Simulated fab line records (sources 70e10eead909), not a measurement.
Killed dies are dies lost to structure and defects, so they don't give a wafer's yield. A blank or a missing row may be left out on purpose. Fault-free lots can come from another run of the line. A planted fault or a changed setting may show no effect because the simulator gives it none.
Chamber matching    flow nand-harc    NHARC_P_M0_STRIP_18 on rie-diel-06 has 4 sister chambers
The step strips in N2/H2. 8 wafers are shown with their chamber, then 9 later ones without.

== WAFERS, EACH WITH ITS CHAMBER ==
wafer   chamber  drypump-motor-current-A (A)  oes-product-au (a.u.)
L086.2  2        5.4                          0.977
L085.1  1        5.8                          1.010
L090.2  3        5.4                          0.983
L090.3  2        5.4                          0.978
L090.6  0        5.2                          1.001
L088.2  3        5.4                          0.993
L088.3  0        5.2                          0.998
L088.6  1        5.9                          1.011

== WAFERS WITH NO CHAMBER GIVEN ==
wafer   drypump-motor-current-A (A)  oes-product-au (a.u.)
L091.3  5.2                          0.992
L091.4  5.4                          0.996
L091.6  5.8                          1.004
L095.1  5.3                          0.978
L095.4  5.4                          0.979
L095.6  5.4                          0.985
L096.1  5.2                          1.004
L096.4  5.3                          1.015
L096.6  5.4                          0.997

== WHICH CHAMBER EACH WENT THROUGH ==
wafer    from the rows above       in truth
L091.3   0                         0
L091.4   3                         3
L091.6   1                         1
L095.1   can't be placed: 2 or 3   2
L095.4   2                         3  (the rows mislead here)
L095.6   can't be placed: 3 or 2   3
L096.1   0                         0
L096.4   0                         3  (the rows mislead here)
L096.6   3                         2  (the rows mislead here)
Correctly placed: 4 of 9. Cannot be placed on the basis of these rows: 2; the candidates contain the true chamber in 2. Wrongly placed: 3.
How it was worked out, from the rows above alone: a wafer's distance from a chamber is the root of the sum, over the readings, of the square of ((its reading less the chamber's mean) divided by the reading's scatter). If the next closest chamber is less than 2 further off than the closest, the wafer can't be placed; otherwise it belongs to the closest. Each chamber's mean is taken over the wafers shown for it. How the scatter is found: for the shown wafers, subtract from each reading the mean of its chamber, square and add these, divide the total by (wafers less chambers), then take the root.
